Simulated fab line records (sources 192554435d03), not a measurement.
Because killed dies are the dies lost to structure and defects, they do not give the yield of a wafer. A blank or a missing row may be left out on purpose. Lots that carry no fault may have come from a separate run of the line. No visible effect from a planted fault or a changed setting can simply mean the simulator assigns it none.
The same fault as seen by 2 desks    flow n5_finfet    every desk sees just its own numbers, and what lay behind them comes last

THE TOOL OWNER'S DESK: epi_rpcvd-01
The tool's own readings at N5_SD_EPI_N_EPI_21 (deposits Si:P, time 690 s): means of the sampled wafers that have a number, for each lot that ran on this tool. The brackets show how far a lot's mean lies from the usual mean; more than 4 standard deviations puts the lot out of limits, marked OUT.
Columns: A = susceptor_temp_C at N5_SD_EPI_N_EPI_21, usual 680.02 C; B = susceptor_temp_C_max at N5_SD_EPI_N_EPI_21, usual 681.5
lot   first seen here  A                 B
L242  day 3 11:11      679.76            681.0
L244  day 3 21:53      680.08            681.3
L250  day 5 09:17      680.14            681.2
L251  day 5 14:43      675.51 (-17) OUT  676.8 (-10) OUT
L252  day 5 20:14      674.88 (-19) OUT  676.0 (-12) OUT
This desk's verdict: out of limits on L251, L252, starting with L251 at day 5 14:43 (susceptor_temp_C at N5_SD_EPI_N_EPI_21). L242, L244, L250: within limits.

METROLOGY DESK
What the gauges read, lot by lot, whatever tool the lot ran on: means of the sampled wafers that have a number. The brackets show how far a lot's mean lies from the usual mean; more than 4 standard deviations puts the lot out of limits, marked OUT. It has 15 readings, of which 7 appear: the earliest out of limits, and the ones furthest out on some lot.
Columns: A = cd_nm at N5_SD_EPI_N_CD_MEAS_09, usual 120.0 nm; B = thk_nm at N5_SD_EPI_N_EPI_MEAS_23, usual 59.2 nm; C = RS_SD_N at N5_SD_ACTIVATION_RS_MEAS_03, usual 21.8 ohm/sq; D = RS_SD_P at N5_SD_ACTIVATION_RS_MEAS_03, usual 56.1 ohm/sq; E = DIBL_P at N5_BEOL_M4_RC_MEAS_101, usual 36.4 mV/V; F = RS_SD_N at N5_BEOL_M4_RC_MEAS_101, usual 28.3 ohm/sq; G = SS_P at N5_BEOL_M4_RC_MEAS_101, usual 73.4 mV/dec
lot   first seen here  A      B     C                D     E     F                G
L242  day 3 09:04      119.8  59.5  21.7             55.3  36.3  28.1             73.4
L244  day 3 19:35      120.5  58.9  21.6             57.1  35.5  28.0             73.6
L250  day 5 06:58      120.6  58.9  21.8             57.5  37.3  28.4             73.4
L251  day 5 12:16      120.1  54.5  23.6 (+5.7) OUT  56.1  35.1  30.3 (+4.9) OUT  73.0
L252  day 5 17:55      120.1  54.4  23.3 (+4.9) OUT  55.9  35.5  30.0 (+4.2) OUT  73.2
L260  day 7 19:43      119.3  59.8  21.8             55.5  37.5  28.3             73.2
L261  day 8 05:50      120.5  59.2  21.9             55.3  36.9  28.6             73.8
L262  day 8 10:25      120.9  59.7  21.6             56.3  38.6  28.0             73.6
L264  day 8 17:38      120.3  59.1  21.9             57.2  36.7  28.2             72.5
This desk reports L251, L252 out of limits; the earliest was L251 at day 5 22:37 (RS_SD_N at N5_SD_ACTIVATION_RS_MEAS_03). L242, L244, L250, L260, L261, L262, L264: within limits.

BROUGHT TOGETHER
The tool owner's desk could have raised an alarm at day 5 14:43, on L251, L252.
The metrology desk could have raised an alarm at day 5 22:37, on L251, L252.
N5_SD_EPI_N_EPI_21 was run on epi_rpcvd-01 by each of the lots named.

WHAT HAD BEEN PUT IN BY THE SIMULATOR
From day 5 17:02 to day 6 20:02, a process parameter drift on epi_rpcvd-01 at N5_SD_EPI_N_EPI_21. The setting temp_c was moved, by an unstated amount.
Shown lots that were struck: L251, L252.
